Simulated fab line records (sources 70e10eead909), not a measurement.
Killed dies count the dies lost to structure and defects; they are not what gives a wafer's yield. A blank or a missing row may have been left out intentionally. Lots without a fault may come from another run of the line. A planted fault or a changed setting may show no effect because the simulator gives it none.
Chamber matching -- flow nand-harc -- NHARC_THIN_TSV_CMP_01 on cmp-02: 4 sister chambers
The step polishes. 36 wafers are shown with their chamber, then 12 later ones without.

EACH WAFER AND ITS CHAMBER
wafer,chamber,motor-current-A (A)
L077.1,2,12.5
L077.4,1,10.7
L077.6,2,13.1
L077.2,3,11.2
L077.3,0,14.1
L077.5,3,10.6
L076.1,2,12.7
L076.2,3,10.9
L076.6,2,12.6
L087.3,2,13.1
L087.4,3,10.8
L087.5,3,11.0
L087.1,0,13.7
L087.2,1,10.9
L087.6,2,13.1
L088.1,2,12.9
L088.2,1,10.9
L088.4,3,10.9
L089.2,3,10.9
L089.4,0,14.3
L089.5,2,12.6
L085.1,2,12.5
L085.2,1,10.8
L085.6,1,10.9
L092.1,3,10.8
L092.2,2,13.0
L092.6,2,13.4
L091.4,0,14.2
L091.5,0,14.1
L091.6,1,10.7
L091.1,3,10.9
L091.2,2,12.8
L091.3,1,10.4
L095.2,2,12.5
L095.4,0,13.6
L095.5,3,11.1

SIGNATURES, as means of the wafers listed above
reading,chamber 0,chamber 1,chamber 2,chamber 3,scatter within a chamber
motor-current-A,14.000,10.757,12.831,10.910,0.242
Rule: a wafer's distance from a chamber is the root of the sum, over the readings, of the square of ((its reading less the chamber's mean) divided by the reading's scatter). The wafer belongs to the nearest chamber; if the next one is less than 2 further off, it can't be placed. How the scatter is found: for the shown wafers, subtract from each reading the mean of its chamber, square and add these, divide the total by (wafers less chambers), then take the root.

WAFERS WITH NO CHAMBER GIVEN
wafer,motor-current-A (A)
L090.1,10.5
L090.2,12.3
L090.6,14.0
L090.3,11.3
L090.4,13.5
L090.5,11.0
L097.1,11.3
L097.2,13.4
L097.6,12.7
L096.1,14.7
L096.4,13.4
L096.5,11.3

EACH ONE'S CHAMBER
wafer,from the rows above,in truth
L090.1,can't be placed: 1 or 3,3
L090.2,2,2
L090.6,0,0
L090.3,can't be placed: 3 or 1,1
L090.4,can't be placed: 0 or 2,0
L090.5,can't be placed: 3 or 1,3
L097.1,can't be placed: 3 or 1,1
L097.2,can't be placed: 2 or 0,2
L097.6,2,2
L096.1,0,0
L096.4,can't be placed: 2 or 0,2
L096.5,can't be placed: 3 or 1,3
Correctly placed: 4 of 12. Unplaceable from these rows: 8, with the true chamber sitting among the candidates in 8. Number placed wrongly: 0.
